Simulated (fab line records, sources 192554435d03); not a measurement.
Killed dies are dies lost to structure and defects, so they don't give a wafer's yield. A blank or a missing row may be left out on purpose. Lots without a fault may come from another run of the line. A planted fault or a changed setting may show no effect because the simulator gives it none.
A struck lot beside a sound one | flow n5_finfet | 40 steps out of a route of 1938
Sound: wafers L765.1, L765.4, L765.5. Struck: wafer L777.3. (L777.1, L777.4 of the same lot were not struck and are left out.) The cause comes at the end.
At each step with rows: each side's tool, then ch and its chambers, then its first start. Under that, the readings that differ: sound wafers | struck wafers | difference of the means | sigmas: that difference in standard deviations of wafers without a fault.
alike: readings whose means differ by less than 2 such deviations, and words and numbers that are the same on both sides. not compared: withheld readings, readings that some wafer has no value for, bounds like >300 that may hide the same value, and numbers for which the record gives no deviation and whose values overlap.
The two part at a step that has a row with sigmas, a row that says differs or no value, or rows on one side only. Numbers that don't overlap but have no deviation are shown without sigmas and don't part them. A reading that every wafer of one side lacks parts them only if that side has two wafers or more.

first, 9 steps without rows for these wafers: N5_BEOL_M4_ANNEAL_95 (time 240 s); N5_BEOL_M4_SPUTTER_96 (material Cu, target thk 4.5 nm, time 8.29 s); N5_BEOL_M4_ECD_50 (material Cu, target thk 300 nm); N5_BEOL_M4_ANNEAL_51 (time 90 s); N5_BEOL_M4_CMP_52 (polishes, stops on SiOC, t overpolish 6.8 s, target thk 40 nm); N5_BEOL_M4_PRE_CLEAN_60 (time 15 s); N5_BEOL_M4_CO_CAP_55 (material Co, precursor CCTBA/H2, target thk 2 nm, time 102.1 s); N5_BEOL_M4_PRE_CLEAN_56 (time 15 s); N5_BEOL_M4_DEP_57 (deposits SiCN from 3MS/NH3, target thk 8 nm, time 14 s).
N5_BEOL_M4_RC_MEAS_101:
  sound on prober-02 ch 0, day 9 03:13; struck on prober-02 ch 0, day 11 23:41
  reading   | sound          | struck | difference | sigmas
  VT_P (mV) | -254 -258 -256 | -248   | +8         | +2
  alike: DIBL_N, DIBL_P, IOFF_N, IOFF_P, ION_N, ION_P, SS_N, SS_P, VT_N
then, 24 steps without rows for these wafers: N5_BEOL_M5_ILD_DEP_00 (deposits SiCOH lowk from DEMS/porogen, target thk 140.64 nm, time 25.9 s); N5_BEOL_M5_CURE_79 (cures SiCOH lowk, time 240 s); N5_BEOL_M5_PECVD_70 (deposits SiO2 from TEOS/O2, target thk 16 nm, time 18 s); N5_BEOL_M5_HM_DEP_02 (deposits TiN, target thk 20 nm); N5_BEOL_M5_COAT_59 (time 60 s, resist thk 60 nm); N5_BEOL_M5_COAT_60 (time 60 s, resist thk 12 nm); N5_BEOL_M5_COAT_71 (time 60 s, resist thk 5 nm); N5_BEOL_M5_COAT_05 (resist thk 30 nm); N5_BEOL_M5_EBR_07; N5_BEOL_M5_SOFTBAKE_06 (time 60 s); N5_BEOL_M5_EXPOSE_08 (exposes mask M5, target cd 28 nm); N5_BEOL_M5_PEB_09 (peb time 60 s); N5_BEOL_M5_DEVELOP_10 (develop time 30 s); N5_BEOL_M5_DESCUM_16 (chemistry O2, time 7 s); N5_BEOL_M5_ETCH_72 (etches underlayer in N2/H2, target depth 6.5 nm, time 5.2 s); N5_BEOL_M5_ETCH_61 (etches SiARC in CF4, target depth 15.6 nm, time 26 s); N5_BEOL_M5_ETCH_62 (etches SOC in N2/H2, target depth 75 nm, overetch 15 nm, time 112.5 s); N5_BEOL_M5_STRIP_63 (strips in N2/H2); N5_BEOL_M5_STRIP_73 (strips in N2/H2); N5_BEOL_M5_STRIP_64 (strips in CF4); N5_BEOL_M5_HM_OPEN_17 (chemistry Cl2/BCl3, target TiN, target depth 20 nm, overetch 6 nm); N5_BEOL_M5_STRIP_19 (strips in O2); N5_BEOL_M5_COAT_65 (time 60 s, resist thk 60 nm); N5_BEOL_M5_COAT_66 (time 60 s, resist thk 12 nm).
N5_BEOL_M8_HM_OPEN_17: chemistry Cl2/BCl3, target TiN, target depth 20 nm, overetch 6 nm.
  sound on rie_metal-01 ch 0, day 10 12:41; struck on rie_metal-01 ch 1, day 13 06:15
  reading                                  | sound          | struck | difference | sigmas
  drypump_motor_current_A (A)              | 6.8 6.8 6.8    | 5.2    | -1.6       | -3
  model.etch.depth_nm (nm)                 | 19.83 20 19.81 | 17.42  | -2.46      |
  model.SOC_of_BEOL_M8_COAT_59.thk_nm (nm) | 92.2 92.4 92.4 | 94.8   | +2.5       |
  alike: chamber_pressure_mTorr, oes_product_au, throttle_valve_pct
  not compared: rf_hours_counter_h
N5_BEOL_M8_VIA_ETCH_34: etches SiCOH lowk in C4F6/O2, target depth 125.5 nm, time 50.5 s.
  sound on rie_diel-06 ch 0,1,3, day 10 13:38; struck on rie_diel-02 ch 0, day 13 08:15
  reading               | sound          | struck | difference | sigmas
  oes_product_au (a.u.) | 0.93 0.94 0.71 | 0.56   | -0.30      | -4
  alike: chamber_pressure_mTorr, drypump_motor_current_A, oes_f_703_au, rf_vpp_V, showerhead_plenum_p_Torr, throttle_valve_pct
  not compared: rf_hours_counter_h
N5_BEOL_M8_OCD_MEAS_38:
  sound on ocd-02, day 10 13:53; struck on ocd-01, day 13 08:30
  reading              | sound          | struck | difference | sigmas
  trench_depth_nm (nm) | 94.6 96.6 92.8 | 42.4   | -52.3      | -48
N5_BEOL_M8_CD_MEAS_35: target cd 40 nm.
  sound on cd_sem-01, day 10 14:02; struck on cd_sem-02, day 13 08:39
  not compared: cd_nm
N5_BEOL_M8_THK_MEAS_53: measures by xrf.
  sound on film_metro-01, day 10 16:25; struck on film_metro-02, day 13 11:19
  not compared: M8_THK
-- the record jumps here: 3 days lie between the struck wafers' starts before and after (it left off in module BEOL_M8 and takes up again in module PASSIVATION, whose first step shown is number 1936 of the route) --
N5_PASSIVATION_PROBE_49:
  sound on prober-02, day 13 08:03; struck on prober-02, day 16 15:34
  reading                  | sound          | struck | difference | sigmas
  defect_limited_yield (%) | 87.6 89.4 90.3 | 35.6   | -53.5      | -36
  killed_at_M0_to_M3       | 72 46 44       | 28     | -26        | -2
  killed_at_M4_up          | 26 17 14       | 677    | +658       | +99 or more
  killed_at_contacts       | 4 16 12        | 26     | +15        | +3
  killed_dies              | 146 125 115    | 760    | +631       | +37
  killed_on_rim            | 14 17 10       | 118    | +104       | +28
  killed_short             | 45 45 43       | 25     | -19        | -3
  sort_bin_5_function (%)  | 7.5 6.4 6.3    | 61.1   | +54.4      | +57
  sort_n_pass              | 1034 1055 1065 | 420    | -631       | -37
  sort_yield_pct (%)       | 87.6 89.4 90.3 | 35.6   | -53.5      | -36
  alike: killed_at_front_end, killed_at_other, killed_open, sort_bin_6_memory

WHERE THEY PART
First at N5_BEOL_M4_RC_MEAS_101; last, within this record, at N5_PASSIVATION_PROBE_49.

WHY: what the simulator had put in
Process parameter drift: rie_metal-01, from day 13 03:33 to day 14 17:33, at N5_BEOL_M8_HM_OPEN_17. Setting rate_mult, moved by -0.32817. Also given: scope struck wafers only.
